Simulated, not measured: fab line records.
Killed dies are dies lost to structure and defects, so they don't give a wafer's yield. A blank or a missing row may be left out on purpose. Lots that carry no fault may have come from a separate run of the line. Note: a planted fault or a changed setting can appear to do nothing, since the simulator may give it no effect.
Matching of chambers + flow n5-finfet + 4 sister chambers for N5_DUMMY_GATE_ETCH_44 on rie-si-05
The step etches poly-Si in HBr/O2, stops on SiO2, target depth 127.5 nm. 8 wafers are shown with their chamber, then 7 later ones without.

== WAFERS, EACH WITH ITS CHAMBER ==
| wafer  | chamber | throttle-valve-pct (%) | drypump-motor-current-A (A) |
|--------|---------|------------------------|-----------------------------|
| L077.6 | 3       | 18.46                  | 5.9                         |
| L082.3 | 2       | 18.25                  | 6.2                         |
| L084.2 | 3       | 18.48                  | 5.9                         |
| L084.4 | 0       | 17.98                  | 6.5                         |
| L087.1 | 2       | 18.26                  | 6.2                         |
| L087.4 | 1       | 18.55                  | 5.3                         |
| L087.5 | 0       | 17.99                  | 6.5                         |
| L093.1 | 1       | 18.56                  | 5.2                         |

== WAFERS MISSING THEIR CHAMBER ==
| wafer  | throttle-valve-pct (%) | drypump-motor-current-A (A) |
|--------|------------------------|-----------------------------|
| L093.4 | 18.46                  | 5.9                         |
| L093.6 | 17.99                  | 6.5                         |
| L094.2 | 18.55                  | 5.2                         |
| L094.4 | 17.99                  | 6.5                         |
| L094.5 | 18.46                  | 5.9                         |
| L095.3 | 18.53                  | 5.3                         |
| L095.6 | 18.55                  | 5.2                         |

== EACH ONE'S CHAMBER ==
| wafer  | from the rows above | in truth |
|--------|---------------------|----------|
| L093.4 | 3                   | 3        |
| L093.6 | 0                   | 0        |
| L094.2 | 1                   | 1        |
| L094.4 | 0                   | 0        |
| L094.5 | 3                   | 3        |
| L095.3 | 1                   | 1        |
| L095.6 | 1                   | 1        |
Correct placement for 7 of the 7. Not placeable from these rows: 0. Number placed wrongly: 0.
How it was worked out, from the rows above alone: a wafer's distance from a chamber is the root of the sum, over the readings, of the square of ((its reading less the chamber's mean) divided by the reading's scatter). The wafer belongs to the nearest chamber; if the next one is less than 2 further off, it can't be placed. Each chamber's mean is taken over the wafers shown for it. The scatter: take each reading less its chamber's mean, square it, sum over the shown wafers, divide by the number of wafers less the number of chambers, and take the root.
